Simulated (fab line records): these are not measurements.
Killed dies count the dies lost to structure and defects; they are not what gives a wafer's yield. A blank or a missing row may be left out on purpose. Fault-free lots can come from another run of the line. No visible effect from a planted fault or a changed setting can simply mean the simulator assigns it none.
Matching of chambers || flow nand-harc || 3 sister chambers for NHARC_A_STAIRCASE_ETCH_273 on rie-diel-06
The step etches the open film in C4F8/O2/Ar, target depth 10200 nm, time 2468.6 s. 6 wafers are shown with their chamber, then 4 later ones without.

== WAFERS PAIRED WITH THEIR CHAMBERS ==
{"wafer": "L751.4", "chamber": 1, "rf-vpp-V (V)": 1808, "oes-product-au (a.u.)": 0.946}
{"wafer": "L752.3", "chamber": 3, "rf-vpp-V (V)": 1809, "oes-product-au (a.u.)": 0.931}
{"wafer": "L752.5", "chamber": 1, "rf-vpp-V (V)": 1807, "oes-product-au (a.u.)": 0.939}
{"wafer": "L752.6", "chamber": 2, "rf-vpp-V (V)": 1823, "oes-product-au (a.u.)": 0.951}
{"wafer": "L760.2", "chamber": 3, "rf-vpp-V (V)": 1847, "oes-product-au (a.u.)": 0.952}
{"wafer": "L760.3", "chamber": 2, "rf-vpp-V (V)": 1820, "oes-product-au (a.u.)": 0.956}

== WAFERS WITH NO CHAMBER GIVEN ==
{"wafer": "L760.6", "rf-vpp-V (V)": 1846, "oes-product-au (a.u.)": 0.948}
{"wafer": "L762.3", "rf-vpp-V (V)": 1821, "oes-product-au (a.u.)": 0.950}
{"wafer": "L762.5", "rf-vpp-V (V)": 1846, "oes-product-au (a.u.)": 0.939}
{"wafer": "L763.6", "rf-vpp-V (V)": 1848, "oes-product-au (a.u.)": 0.935}

== WHICH CHAMBER EACH ONE RAN IN ==
{"wafer": "L760.6", "from the rows above": "can't be placed: 3 or 2 or 1", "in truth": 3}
{"wafer": "L762.3", "from the rows above": "can't be placed: 2 or 3 or 1", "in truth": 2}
{"wafer": "L762.5", "from the rows above": "can't be placed: 3 or 2 or 1", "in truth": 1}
{"wafer": "L763.6", "from the rows above": "can't be placed: 3 or 2 or 1", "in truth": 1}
0 of 4 placed correctly. Can't be placed from these rows: 4 (the true chamber is among the candidates in 4). Placed wrongly: 0.
How it was worked out, from the rows above alone: a wafer's distance from a chamber is the root of the sum, over the readings, of the square of ((its reading less the chamber's mean) divided by the reading's scatter). If the next closest chamber is less than 2 further off than the closest, the wafer can't be placed; otherwise it belongs to the closest. Each chamber's mean is taken over the wafers shown for it. The scatter is the square root of a quotient: the sum, over the shown wafers, of each reading's squared deviation from its chamber's mean, divided by wafers minus chambers.
